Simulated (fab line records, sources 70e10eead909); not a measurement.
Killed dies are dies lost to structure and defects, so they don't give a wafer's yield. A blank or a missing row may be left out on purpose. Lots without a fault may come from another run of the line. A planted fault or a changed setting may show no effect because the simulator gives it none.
fab line records | flow nand_harc
record lots=12 wafers=36 last_day=33
route steps=1302 shown A_CONTACT@1083 END@1302
lots that met no fault: from a run of the same line without faults
start_h: hours from the record's first day to the start of the lot's first wafer shown | wait_h: hours since the lot's step before | " the same as in the row above | L1.1+2: a row that stands for several wafers | - no value, or no start given | * or withheld: withheld | < > ~ a bound
route shown NAME@n: a module of which the file shows steps, and the number in the route of the first | usual: mean/standard deviation of fault-free wafers | same: alike in all rows | chamber/n: place in a boat | sites: the reading at each site | _std_site: their standard deviation | _edge_site: outer sites' mean less inner sites' | radius_mm: how far each site lies from the wafer's centre | mask NAME#n: copy n | behind: the tool/chamber that last shaped the wafer | hold: why the lot was held/for how many hours/how that ended | device: the transistor (n, p or np) that didn't switch | end of line: the same wafers' tests at the end of the route | a step without rows: its recipe alone | killed: dies lost to structure and defects at the first sort, not the wafer's yield | map: a wafer's dies, x killed, . not, _ none there
set.NAME: the setting as run; set.NAME@STEP: as run at that earlier step | model.NAME: the simulator's own value behind a step, which no gauge read
steps of the route over a sample of lots; a table a step, a row a wafer
services: from which hour (start_h, from the record's first day; less than 0 if before it) a tool's chamber was out of use, for how many hours, and why
## steps
# step NHARC_A_CONTACT_ETCH_89
# recipe target_depth_a=2600 over_etch_frac=0.3 time_s=475.3 ion_energy_ev=200 n2_flow_sccm=150 h2_flow_sccm=150 ar_flow_sccm=0 rf_w=400 bias_w=150 chemistry=N2/H2
# usual bias_w=149.9/0.48 drypump_motor_current_A=5.8/0.35 n2_flow_sccm=150.1/0.43 oes_product_au=0.998/0.011 over_etch_frac=0.3/0 rf_fwd_power_W=399.3/1.2 rf_vpp_V=429.3/1.7 showerhead_plenum_p_Torr=1.99/0.055 throttle_valve_pct=14.170/0.0089
# columns lot.wafer tool chamber start_h wait_h bias_w drypump_motor_current_A n2_flow_sccm oes_product_au over_etch_frac rf_fwd_power_W rf_hours_counter_h rf_vpp_V showerhead_plenum_p_Torr throttle_valve_pct
L261.4 rie_diel-08 0 526.21 - 150.1 5.9 150.4 1.025 0.3 397.4 - 428.5 1.98 14.173
L261.5 " 2 " " 150.7 6.0 150.3 1.000 0.3 398.3 - 428.2 2.00 14.183
L261.6 " 3 " " 150.6 6.2 150.0 1.003 0.3 399.6 - 428.2 1.96 14.194
L259.2 rie_diel-08 3 527.01 - 149.6 6.2 149.8 1.000 0.3 398.5 25 429.3 1.96 14.170
L259.1 " 2 " " 149.3 6.0 149.8 0.980 0.3 399.6 23 429.4 2.00 14.165
L259.4 " 0 " " 149.4 5.9 150.4 1.011 0.3 398.1 - 429.6 1.98 14.170
L260.3 rie_diel-08 0 530.86 - 150.0 5.9 150.0 1.013 0.52789 399.7 28 429.2 1.98 14.167
L260.5 " 0 " " 150.0 5.9 150.3 1.033 0.52789 398.1 - 429.8 1.98 14.186
L260.6 " 3 " " 149.6 6.2 150.0 1.016 0.52789 401.8 - 428.1 1.96 14.161
L263.2 rie_diel-08 0 563.81 - 150.3 5.9 150.1 0.988 0.52789 400.0 1 429.3 1.98 14.174
L263.1 " 2 " " 150.0 6.0 149.7 0.991 0.52789 399.4 1 429.0 2.00 14.168
L263.4 " 0 " " 150.7 5.9 149.7 0.981 0.52789 397.3 - 428.6 1.98 14.178
L264.2 rie_diel-08 0 566.48 - 150.5 5.9 149.8 0.986 0.52789 399.3 2 428.9 1.98 14.187
L264.6 " 0 " " 150.5 5.9 150.5 1.003 0.52789 398.8 - 428.4 1.98 14.160
L264.5 " 2 " " 149.8 6.0 150.5 1.009 0.52789 397.5 - 431.1 2.00 14.168
L266.3 rie_diel-08 1 608.00 - 149.7 5.9 150.6 0.993 0.52789 399.0 8 430.0 1.97 14.173
L266.1 " 3 " " 149.9 6.2 149.9 1.015 0.52789 398.0 13 427.9 1.96 14.170
L266.5 " 1 " " 149.3 5.8 149.8 1.010 0.52789 399.1 - 429.4 1.97 14.159
L267.4 rie_diel-02 1 613.21 - 149.6 6.2 150.2 0.984 0.3 399.0 18 433.5 2.17 14.177
L267.1 " 2 " " 149.1 4.9 150.1 0.995 0.3 398.3 18 430.8 2.01 14.176
L267.5 " 0 " " 149.9 5.2 149.7 0.997 0.3 397.8 - 429.2 2.03 14.183
L274.3 rie_diel-03 2 663.38 - 149.9 5.5 149.6 0.993 0.3 400.2 7 429.9 2.01 14.166
L274.4 " 0 " " 149.6 6.1 150.0 0.989 0.3 398.5 6 431.9 2.02 14.186
L274.6 " 3 " " 149.3 5.1 150.6 1.002 0.3 400.4 - 430.2 1.98 14.163
L273.4 rie_diel-03 3 665.16 - 149.7 5.1 150.2 0.985 0.3 398.8 8 429.1 1.98 14.182
L273.5 " 2 " " 150.3 5.5 150.6 0.982 0.3 399.0 - 430.3 2.01 14.174
L273.6 " 3 " " 149.8 5.1 149.8 0.991 0.3 400.8 - 428.9 1.98 14.166
L276.2 rie_diel-02 2 684.59 - 150.4 5.0 149.2 1.004 0.3 401.3 41 428.8 2.00 14.166
L276.3 " 3 " " 150.7 5.2 149.5 0.991 0.3 401.0 43 427.2 1.95 14.157
L276.1 " 0 " " 150.0 5.3 150.3 0.997 0.3 400.8 42 429.8 2.03 14.155
L277.4 rie_diel-02 1 700.97 - 150.2 6.2 149.8 0.982 0.3 399.8 47 432.5 2.16 14.182
L277.1 " 3 " " 149.9 5.2 151.2 1.003 0.3 398.7 48 426.2 1.95 14.165
L277.5 " 1 " " 150.3 6.2 149.7 0.995 0.3 398.9 - 434.8 2.16 14.177
L278.2 rie_diel-02 2 726.17 - 149.3 5.0 149.3 1.012 0.3 396.1 59 429.7 1.99 14.172
L278.3 " 1 " " 150.1 6.2 149.7 0.998 0.3 401.4 55 432.9 2.16 14.174
L278.4 " 1 " " 150.1 6.2 149.8 0.993 0.3 399.0 - 434.0 2.16 14.161
# step NHARC_A_CONTACT_ETCH_31
# recipe target_depth_a=28000 over_etch_frac=0.3 time_s=728 ion_energy_ev=150 o2_flow_sccm=400 cos_flow_sccm=20 ar_flow_sccm=0 rf_w=500 bias_w=300 chemistry=O2/COS
# usual bias_w=300.0/1 drypump_motor_current_A=5.8/0.36 o2_flow_sccm=399.9/1.2 oes_product_au=0.998/0.01 over_etch_frac=0.3/0 rf_fwd_power_W=499.3/1.7 rf_vpp_V=313.2/1.3 showerhead_plenum_p_Torr=3.06/0.075 throttle_valve_pct=28.331/0.0093
# columns lot.wafer tool chamber start_h wait_h bias_w drypump_motor_current_A o2_flow_sccm oes_product_au over_etch_frac rf_fwd_power_W rf_hours_counter_h rf_vpp_V showerhead_plenum_p_Torr throttle_valve_pct
L261.5 rie_diel-08 0 - - 298.1 5.9 400.9 1.023 0.3 501.9 - 314.9 3.04 28.319
L261.4 " 2 " " 298.2 6.0 399.8 1.000 0.3 499.4 - 312.5 3.06 28.333
L261.6 " 3 " " 300.0 6.2 402.4 1.014 0.3 499.4 - 312.6 3.01 28.334
L259.1 rie_diel-08 3 - - 297.4 6.2 399.5 1.013 0.3 499.0 26 312.4 3.01 28.321
L259.2 " 2 " " 299.9 6.0 401.2 0.989 0.3 496.6 23 314.1 3.06 28.341
L259.4 " 2 " " 299.0 6.0 401.4 0.985 0.3 497.8 - 313.4 3.06 28.329
L260.3 rie_diel-08 0 - - 300.1 5.9 398.1 1.011 0.3 498.6 28 313.0 3.04 28.319
L260.6 " 0 " " 300.2 5.9 399.5 1.015 0.3 502.0 - 313.7 3.04 28.349
L260.5 " 2 " " 300.1 6.0 400.2 0.997 0.3 499.8 - 314.4 3.06 28.326
L263.2 rie_diel-08 2 - - 300.9 6.0 401.0 0.998 0.3 498.4 2 312.6 3.06 28.330
L263.1 " 3 " " 299.0 6.2 399.8 1.008 0.3 500.1 2 313.1 3.01 28.352
L263.4 " 0 " " 300.1 5.9 400.3 0.997 0.3 497.2 - 313.2 3.03 28.318
L264.2 rie_diel-08 3 - - 300.2 6.2 397.7 1.005 0.3 498.7 3 311.9 3.01 28.333
L264.6 " 3 " " 300.6 6.2 398.1 0.995 0.3 499.8 - 310.2 3.01 28.345
L264.5 " 2 " " 299.6 6.0 399.4 0.991 0.3 501.3 - 312.5 3.06 28.327
L266.3 rie_diel-08 3 - - 299.8 6.2 400.3 1.001 0.3 500.8 13 312.6 3.00 28.333
L266.1 " 0 " " 299.3 5.9 402.1 0.998 0.3 501.3 14 313.0 3.03 28.334
L266.5 " 2 " " 300.0 6.0 400.0 0.993 0.3 502.3 - 312.9 3.06 28.332
L267.4 rie_diel-02 3 - - 300.6 5.2 399.5 1.006 0.3 497.9 21 311.6 3.01 28.324
L267.1 " 2 " " 299.7 4.9 400.0 0.996 0.3 499.3 18 314.6 3.07 28.332
L267.5 " 0 " " 300.8 5.2 399.6 0.990 0.3 497.4 - 313.6 3.11 28.324
L274.3 rie_diel-03 2 - - 296.9 5.5 399.2 0.984 0.3 498.2 8 314.4 3.08 28.330
L274.4 " 3 " " 299.4 5.1 399.3 0.984 0.3 499.2 7 313.1 3.03 28.328
L274.6 " 3 " " 298.3 5.1 400.2 0.981 0.3 500.2 - 313.3 3.03 28.341
L273.4 rie_diel-03 0 - - 301.2 6.1 399.7 0.980 0.3 499.4 7 313.5 3.10 28.334
L273.6 " 3 " " 300.6 5.1 398.9 0.994 0.3 500.1 - 312.7 3.03 28.328
L273.5 " 0 " " 302.0 6.1 399.8 0.985 0.3 498.3 - 313.3 3.10 28.338
L276.2 rie_diel-02 2 - - 300.4 4.9 399.0 1.006 0.3 503.0 41 313.3 3.06 28.331
L276.1 " 3 " " 301.3 5.2 399.7 0.996 0.3 501.0 43 312.1 3.00 28.331
L276.3 " 0 " " 299.5 5.2 400.7 1.017 0.3 500.8 42 312.8 3.10 28.325
L277.1 rie_diel-02 2 - - 298.7 5.0 400.0 1.000 0.3 499.6 48 312.7 3.06 28.323
L277.4 " 0 " " 300.1 5.2 401.9 1.006 0.3 497.4 46 314.3 3.10 28.341
L277.5 " 2 " " 299.7 5.0 401.0 1.015 0.3 500.2 - 313.3 3.06 28.328
L278.2 rie_diel-02 2 - - 301.8 5.0 401.1 0.999 0.3 501.9 59 312.5 3.06 28.345
L278.3 " 0 " " 299.4 5.2 401.3 0.994 0.3 498.9 54 314.5 3.10 28.331
L278.4 " 0 " " 301.0 5.2 399.4 0.999 0.3 497.8 - 313.7 3.10 28.319
# step NHARC_A_CONTACT_ETCH_134
# recipe source_w=withheld pressure_mtorr=20 bias_v=withheld time_s=140 target_depth_a=7000 ar_flow_sccm=withheld c4f8_flow_sccm=withheld o2_flow_sccm=withheld chemistry=C4F8/O2/Ar
# columns lot.wafer tool chamber start_h wait_h rf_hours_counter_h
L261.4 har_cap_etch-03 1 527.30 - -
L261.6 " 1 " " -
L261.5 " 0 " " -
L259.1 har_cap_etch-02 0 528.15 - 90
L259.2 " 1 " " 90
L259.4 " 0 " " -
L260.3 har_cap_etch-03 1 532.15 - -
L260.5 " 0 " " -
L260.6 " 1 " " -
L263.2 har_cap_etch-03 1 564.90 - 52
L263.1 " 0 " " 52
L263.4 " 1 " " -
L264.2 har_cap_etch-02 1 567.60 - 94
L264.6 " 0 " " -
L264.5 " 1 " " -
L266.1 har_cap_etch-02 1 609.00 - 102
L266.3 " 0 " " -
L266.5 " 0 " " -
L267.1 har_cap_etch-01 0 614.94 - 20
L267.4 " 1 " " -
L267.5 " 0 " " -
L274.3 har_cap_etch-01 1 664.39 - -
L274.4 " 0 " " -
L274.6 " 1 " " -
L273.4 har_cap_etch-03 1 666.17 - -
L273.5 " 0 " " -
L273.6 " 1 " " -
L276.2 har_cap_etch-01 1 685.54 - 31
L276.1 " 0 " " 31
L276.3 " 0 " " -
L277.1 har_cap_etch-02 0 701.94 - 118
L277.4 " 0 " " -
L277.5 " 1 " " -
L278.2 har_cap_etch-02 1 727.30 - 123
L278.4 " 1 " " -
L278.3 " 0 " " -
# step NHARC_A_CONTACT_CD_MEAS_15
# usual cd_nm=189.9/0.6
# columns lot.wafer tool chamber start_h wait_h cd_nm
L261.4 cd_sem-02 - 529.56 - 189.1
L261.5 " - " " 189.4
L261.6 " - " " 188.7
L259.1 cd_sem-03 - 530.82 - 191.2
L259.2 " - " " 190.3
L259.4 " - " " 191.1
L260.3 cd_sem-03 - 534.33 - 189.5
L260.5 " - " " 189.7
L260.6 " - " " 189.4
L263.1 cd_sem-03 - 566.99 - 189.3
L263.2 " - " " 190.8
L263.4 " - " " 189.7
L264.2 cd_sem-02 - 569.65 - 191.1
L264.5 " - " " 190.9
L264.6 " - " " 191.0
L266.1 cd_sem-03 - 611.03 - 190.3
L266.3 " - " " 189.4
L266.5 " - " " 189.7
L267.1 cd_sem-03 - 617.17 - 189.6
L267.4 " - " " 189.8
L267.5 " - " " 190.1
L274.3 cd_sem-02 - 666.38 - 190.2
L274.4 " - " " 190.5
L274.6 " - " " 190.5
L273.4 cd_sem-01 - 668.19 - 190.2
L273.5 " - " " 190.3
L273.6 " - " " 189.6
L276.1 cd_sem-01 - 687.60 - 189.9
L276.2 " - " " 190.1
L276.3 " - " " 190.0
L277.1 cd_sem-03 - 703.96 - 190.5
L277.4 " - " " 189.4
L277.5 " - " " 189.8
L278.2 cd_sem-02 - 729.35 - 190.1
L278.3 " - " " 191.6
L278.4 " - " " 191.2
# step NHARC_END_SORT_01
# recipe temp_c=25
# usual killed_at_array=64/18 killed_at_other=0.8/1.1 killed_at_periphery=3.8/2.7 killed_dies=68/18 killed_open=3.3/1.9 killed_short=2.3/1.8
# same gross_dies=677
# columns lot.wafer tool chamber start_h wait_h killed_at_array killed_at_other killed_at_periphery killed_dies killed_open killed_short
L259.1 prober-02 0 576.89 2.5 51 1 5 57 2 3
L259.2 prober-02 0 577.69 2.8 58 0 7 65 7 1
L259.4 prober-02 0 579.29 3.4 80 1 4 85 0 4
L261.4 prober-01 0 579.28 3.4 79 0 5 84 7 2
L261.5 prober-01 0 580.09 3.7 73 0 1 74 2 1
L261.6 prober-01 0 580.89 4.0 70 0 4 74 1 2
L264.2 prober-02 0 616.57 2.8 56 0 3 59 4 3
L264.5 prober-02 0 619.00 3.7 65 2 2 69 1 2
L264.6 prober-02 0 619.81 4.1 59 0 2 61 2 0
L267.1 prober-02 0 665.72 2.5 71 0 1 72 3 1
L267.4 prober-02 0 668.07 3.4 82 1 0 83 3 3
L267.5 prober-02 0 668.86 3.6 72 1 5 78 4 2
L274.3 prober-01 0 714.91 3.1 52 1 4 57 3 2
L274.4 prober-01 0 715.70 3.4 56 0 7 63 7 1
L274.6 prober-01 0 717.29 4.0 48 1 9 58 6 3
L273.4 prober-02 0 715.63 3.4 61 1 2 64 2 3
L273.5 prober-02 0 716.44 3.7 44 0 2 46 5 1
L273.6 prober-02 0 717.24 4.0 47 1 1 49 3 4
L277.1 prober-01 0 753.06 2.5 67 1 1 69 6 2
L277.4 prober-01 0 755.44 3.4 76 2 3 81 4 6
L277.5 prober-01 0 756.24 3.7 62 0 3 65 3 0
# killed by level:class
L259.1 A_CHANNEL_HOLE_D2:chamber_film_flake=23 A_CHANNEL_HOLE_D1:chamber_film_flake=19 A_CONTACT:chamber_film_flake=3 P_CONTACT:chamber_film_flake=2 A_DECK1_JOINT:chamber_film_flake=2 A_WL_FILL:chamber_film_flake=2 P_STI:geometric_particle:short=1 P_CONTACT:geometric_particle:short=1
L259.2 A_CHANNEL_HOLE_D2:chamber_film_flake=25 A_CHANNEL_HOLE_D1:chamber_film_flake=21 A_CONTACT:chamber_film_flake=4 P_M1:geometric_particle:open=2 A_WL_FILL:chamber_film_flake=2 P_M0:geometric_particle:open=1 P_M2:geometric_particle:open=1 A_CHANNEL_HOLE_D1:geometric_particle:open=1
L261.4 A_CHANNEL_HOLE_D1:chamber_film_flake=35 A_SLIT:chamber_film_flake=19 A_SGD_CUT:chamber_film_flake=11 A_CHANNEL_HOLE_D2:chamber_film_flake=4 P_M2:chamber_film_flake=3 P_CONTACT:geometric_particle:open=2 A_ONON_D1:geometric_particle:open=1 A_ONON_D2:geometric_particle:short=1
L259.4 A_CHANNEL_HOLE_D2:chamber_film_flake=43 A_CHANNEL_HOLE_D1:chamber_film_flake=22 A_SLIT:chamber_film_flake=3 A_STAIRCASE:chamber_film_flake=3 A_WL_FILL:chamber_film_flake=3 P_CONTACT:chamber_film_flake=2 A_ONON_D1:geometric_particle:short=1 A_CHANNEL_FILL_D1:geometric_particle:short=1
L261.5 A_CHANNEL_HOLE_D1:chamber_film_flake=28 A_SLIT:chamber_film_flake=26 A_CHANNEL_HOLE_D2:chamber_film_flake=8 A_SGD_CUT:chamber_film_flake=6 A_WL_FILL:chamber_film_flake=2 P_M1:geometric_particle:short=1 A_CHANNEL_FILL_D1:geometric_particle:open=1 A_CHANNEL_FILL_D2:geometric_particle:open=1
L261.6 A_CHANNEL_HOLE_D1:chamber_film_flake=26 A_SLIT:chamber_film_flake=22 A_CHANNEL_HOLE_D2:chamber_film_flake=11 A_SGD_CUT:chamber_film_flake=4 P_M2:chamber_film_flake=3 A_STAIRCASE:chamber_film_flake=2 A_CHANNEL_HOLE_D1:geometric_particle:short=1 A_CHANNEL_FILL_D2:geometric_particle:open=1
L264.2 A_SLIT:chamber_film_flake=27 A_STAIRCASE:chamber_film_flake=8 A_CHANNEL_HOLE_D2:chamber_film_flake=6 A_CONTACT:chamber_film_flake=5 A_CHANNEL_HOLE_D1:chamber_film_flake=3 P_ZERO_WELL:chamber_film_flake=2 P_M2:geometric_particle:open=1 A_ONON_D1:geometric_particle:short=1
L264.5 A_SLIT:chamber_film_flake=27 A_CHANNEL_HOLE_D2:chamber_film_flake=14 A_STAIRCASE:chamber_film_flake=7 A_CHANNEL_HOLE_D1:chamber_film_flake=6 A_CONTACT:chamber_film_flake=6 THIN_TSV:chamber_film_flake=2 P_CONTACT:geometric_particle:short=1 A_SGD_CUT:geometric_particle:open=1
L264.6 A_SLIT:chamber_film_flake=26 A_CHANNEL_HOLE_D2:chamber_film_flake=16 A_STAIRCASE:chamber_film_flake=6 A_CONTACT:chamber_film_flake=3 A_WL_FILL:chamber_film_flake=3 A_CHANNEL_HOLE_D1:chamber_film_flake=2 A_M0:geometric_particle:open=1 A_M1:geometric_particle:open=1
L267.1 A_SLIT:chamber_film_flake=31 A_CHANNEL_HOLE_D1:chamber_film_flake=28 A_CHANNEL_FILL_D2:geometric_particle:open=2 A_DECK1_JOINT:chamber_film_flake=2 A_CHANNEL_HOLE_D2:chamber_film_flake=2 A_CONTACT:chamber_film_flake=2 A_BLC:chamber_film_flake=2 P_GATE:geometric_particle:open=1
L267.4 A_SLIT:chamber_film_flake=38 A_CHANNEL_HOLE_D1:chamber_film_flake=27 A_CONTACT:chamber_film_flake=5 A_WL_FILL:chamber_film_flake=3 A_ONON_D1:geometric_particle:short=1 A_CHANNEL_FILL_D1:geometric_particle:open=1 A_ONON_D2:geometric_particle:short=1 A_CONTACT:geometric_particle:short=1
L267.5 A_CHANNEL_HOLE_D1:chamber_film_flake=33 A_SLIT:chamber_film_flake=25 A_CHANNEL_HOLE_D2:unspecified=4 P_GATE:chamber_film_flake=2 A_BLC:chamber_film_flake=2 P_STI:geometric_particle:short=1 P_CONTACT:geometric_particle:open=1 A_CHANNEL_HOLE_D1:geometric_particle:open=1
L274.3 A_SLIT:chamber_film_flake=33 A_CHANNEL_HOLE_D1:chamber_film_flake=8 A_CONTACT:chamber_film_flake=5 P_M1:chamber_film_flake=3 P_M0:geometric_particle:open=1 A_CHANNEL_FILL_D1:geometric_particle:short=1 A_ONON_D2:geometric_particle:open=1 A_CHANNEL_FILL_D2:geometric_particle:open=1
L273.4 A_CHANNEL_HOLE_D2:chamber_film_flake=19 A_CHANNEL_HOLE_D1:chamber_film_flake=11 A_SLIT:chamber_film_flake=9 A_CHANNEL_FILL_D1:chamber_film_flake=4 A_DECK1_JOINT:chamber_film_flake=4 A_CONTACT:chamber_film_flake=4 A_CHANNEL_FILL_D2:chamber_film_flake=2 A_WL_FILL:chamber_film_flake=2
L274.4 A_SLIT:chamber_film_flake=32 A_CHANNEL_HOLE_D1:chamber_film_flake=11 P_M1:chamber_film_flake=3 A_CONTACT:chamber_film_flake=3 P_GATE:chamber_film_flake=2 P_M1:geometric_particle:open=1 A_ONON_D1:geometric_particle:open=1 A_CHANNEL_FILL_D1:geometric_particle:open=1
L273.5 A_CHANNEL_HOLE_D2:chamber_film_flake=26 A_CONTACT:chamber_film_flake=5 A_SLIT:chamber_film_flake=3 A_CHANNEL_FILL_D2:geometric_particle:open=2 P_M2:geometric_particle:short=1 A_CHANNEL_FILL_D1:geometric_particle:open=1 A_DECK1_JOINT:geometric_particle:open=1 A_M0:geometric_particle:open=1
L273.6 A_CHANNEL_HOLE_D2:chamber_film_flake=25 A_CHANNEL_HOLE_D1:chamber_film_flake=6 A_CHANNEL_FILL_D1:chamber_film_flake=3 A_SLIT:chamber_film_flake=3 A_CONTACT:chamber_film_flake=2 A_WL_FILL:chamber_film_flake=2 P_CONTACT:geometric_particle:open=1 A_CHANNEL_HOLE_D1:geometric_particle:short=1
L274.6 A_SLIT:chamber_film_flake=21 A_CHANNEL_HOLE_D1:chamber_film_flake=8 P_M1:chamber_film_flake=5 A_CONTACT:chamber_film_flake=3 A_WL_FILL:geometric_particle:open=2 P_ZERO_WELL:chamber_film_flake=2 A_CHANNEL_HOLE_D2:chamber_film_flake=2 A_STAIRCASE:chamber_film_flake=2
L277.1 A_CHANNEL_HOLE_D1:chamber_film_flake=32 A_CHANNEL_HOLE_D2:chamber_film_flake=20 A_ONON_D2:geometric_particle:open=2 A_CHANNEL_FILL_D1:chamber_film_flake=2 A_STAIRCASE:chamber_film_flake=2 A_M0:chamber_film_flake=2 P_M1:geometric_particle:open=1 A_CHANNEL_FILL_D1:geometric_particle:short=1
L277.4 A_CHANNEL_HOLE_D2:chamber_film_flake=28 A_CHANNEL_HOLE_D1:chamber_film_flake=26 A_CONTACT:chamber_film_flake=8 A_WL_FILL:geometric_particle:short=2 P_GATE:chamber_film_flake=2 THIN_TSV:chamber_film_flake=2 A_M0:chamber_film_flake=2 P_CONTACT:geometric_particle:open=1
L277.5 A_CHANNEL_HOLE_D1:chamber_film_flake=31 A_CHANNEL_HOLE_D2:chamber_film_flake=21 A_STAIRCASE:chamber_film_flake=2 A_WL_FILL:chamber_film_flake=2 P_CONTACT:geometric_particle:open=1 P_M0:geometric_particle:open=1 A_CHANNEL_FILL_D1:geometric_particle:open=1 P_GATE:chamber_film_flake=1
## services
# columns tool chamber start_h hours kind
rie_diel-02 - 504.80 1.1 repair
rie_diel-08 1 515.47 58.7 repair
rie_diel-08 0 524.03 - clean
rie_diel-08 2 524.03 - clean
rie_diel-08 3 524.03 - clean
rie_diel-08 - 544.80 9.0 pm
rie_diel-08 0 544.80 9.0 vent_cycle
rie_diel-08 2 544.80 9.0 vent_cycle
rie_diel-08 3 544.80 9.0 vent_cycle
rie_diel-03 3 547.96 7.7 repair
rie_diel-08 0 553.80 - clean
rie_diel-08 2 553.80 - clean
rie_diel-08 3 553.80 - clean
rie_diel-02 - 571.39 9.0 pm
rie_diel-08 0 578.30 - clean
rie_diel-08 0 590.40 1.3 repair
rie_diel-03 1 604.28 7.1 repair
rie_diel-03 - 636.16 9.0 pm
rie_diel-02 0 653.45 3.2 repair
rie_diel-02 1 667.45 4.3 repair
rie_diel-03 3 705.00 14.9 repair
rie_diel-03 0 714.15 7.5 repair
rie_diel-02 3 718.45 9.2 repair
rie_diel-08 - 721.80 9.0 pm
## key
first_sign step=NHARC_A_CONTACT_ETCH_89 reading=over_etch_frac direction=up sigmas=99+ usual=0.3 struck=0.52789
effect none on later readings
met_at NHARC_A_CONTACT_ETCH_89
struck_lots L260,L263,L264,L266
rows_end L260.3,L260.5,L260.6,L263.1,L263.2,L263.4
tester_left_out L264,L266
not_acting_at NHARC_A_CONTACT_ETCH_31,NHARC_A_CONTACT_ETCH_134,NHARC_A_CONTACT_CD_MEAS_15
onset_between 527.01 530.86
fault kind=process_parameter_drift tool=rie_diel-08 chamber=- onset_h=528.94 steps=NHARC_A_CONTACT_ETCH_89 channel=over_etch_frac offset=0.22789 shape=step acts_in=these_recipes_only stated=0.3
# tester_left_out: of these lots the tester's yield and bins aren't shown, on N5 and GAA mostly nor the transistor test; their killed dies are dies lost to structure and defects alone, not to doping, threshold or leakage, so they don't give the yield
# rows_end: these wafers met a further fault down the route, and their rows from its step on are left out
